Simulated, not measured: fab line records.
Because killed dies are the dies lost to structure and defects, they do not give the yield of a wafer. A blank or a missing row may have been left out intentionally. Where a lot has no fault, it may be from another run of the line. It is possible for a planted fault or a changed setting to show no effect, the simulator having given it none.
Split-lot study ; flow n5Finfet ; 21 wafers read across 7 lots, on a route 1938 steps long

== THE SPLIT ITSELF ==
At N5_BEOL_M15_SPUTTER_43 (material TaN, target thk 15 nm, time 24.19 s), the setting powerW was moved away from the recipe's 15000 W on 6 of the 21 wafers read, by -8.6% to +9.7%. The other wafers ran this setting at the recipe's value.

The reading comes from the split's own step.

== THE READING ==
TaN_of_BEOL_M15_SPUTTER_43.thkNm (the simulator's own value, which no gauge read), in nm, at N5_BEOL_M15_SPUTTER_43 (material TaN, target thk 15 nm, time 24.19 s). No usual value for it is given in the file. Average 15.0 nm, standard deviation 0.19 nm, over the 15 wafers here run with the recipe.

wafer;tool, chamber at the split;powerW as run, W;against the recipe;TaN_of_BEOL_M15_SPUTTER_43.thkNm, nm;against lot-mates on the recipe
L074.4;pvdSputter-01, -;15000;recipe;14.8;-
L074.5;pvdSputter-01, -;16450;+9.7%;16;+1.2
L074.6;pvdSputter-01, -;16450;+9.7%;16.2;+1.4
L075.2;pvdSputter-03, -;13710;-8.6%;13.8;-1.3
L075.4;pvdSputter-03, -;15000;recipe;15;-
L075.6;pvdSputter-03, -;15000;recipe;15.2;-
L078.2;pvdSputter-02, -;15000;recipe;14.6;-
L078.3;pvdSputter-02, -;15000;recipe;14.8;-
L078.5;pvdSputter-02, -;15000;recipe;15.2;-
L080.4;pvdSputter-02, -;15000;recipe;15;-
L080.5;pvdSputter-02, -;15000;recipe;15;-
L080.6;pvdSputter-02, -;16240;+8.3%;17;+2.0
L083.2;pvdSputter-02, -;15830;+5.5%;16.2;+1.4
L083.3;pvdSputter-02, -;15000;recipe;14.8;-
L083.4;pvdSputter-02, -;15830;+5.5%;15.8;+1.0
L085.2;pvdSputter-01, -;15000;recipe;14.8;-
L085.4;pvdSputter-01, -;15000;recipe;14.8;-
L085.3;pvdSputter-01, -;15000;recipe;15;-
L086.3;pvdSputter-03, -;15000;recipe;15.2;-
L086.5;pvdSputter-03, -;15000;recipe;15.2;-
L086.6;pvdSputter-03, -;15000;recipe;15.2;-

THE FIT
A straight line over all 21 wafers: TaN_of_BEOL_M15_SPUTTER_43.thkNm changes by +0.151 nm for each +1% of powerW; r = +0.92; the points scatter about the line by 0.29 nm.
The same after taking each lot's own level away (the mean of its wafers on the recipe; 21 wafers): +0.167 nm for each +1%; r = +0.95; scatter 0.24 nm.
Per that fit: largest powerW move, reading shift of 1.6 nm.
The lots' own levels span 14.80 to 15.20 nm, that is 2.1 times the standard deviation above.
The two slopes agree, so the slope changes little with the lot-to-lot level.
Check: with one of the wafers moved furthest among these (+9.7%) left out of the fit, the line predicts +1.79 nm for it against its lot-mates. Against them it came out at +1.2 nm.

== OTHER SPLITS ON THESE WAFERS ==
Other splits were also applied to these wafers ahead of the reading. Each is held against what the fit with the lots' levels taken away leaves over:
other split on the same wafers;wafers away from the commonest value;r with TaN_of_BEOL_M15_SPUTTER_43.thkNm (lot level and that fit taken away)
N5_BEOL_M11_COAT_22 spinRpm;4;+0.22
N5_BEOL_M11_TRENCH_ETCH_37 timeS;6;-0.12
N5_BEOL_M11_CURE_72 timeS;12;+0.13
N5_BEOL_M12_CMP_49 downForcePsi;4;-0.15
N5_BEOL_M13_ETCH_68 timeS;9;+0.26
N5_BEOL_M14_SPUTTER_43 powerW;7;+0.22
N5_BEOL_M14_SPUTTER_44 timeS;10;-0.21
N5_BEOL_M15_ETCH_61 timeS;8;+0.03

== FILE'S OWN FIT ==
TaN_of_BEOL_M15_SPUTTER_43.thkNm changes by +0.176 nm for each +1% of powerW, r = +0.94.
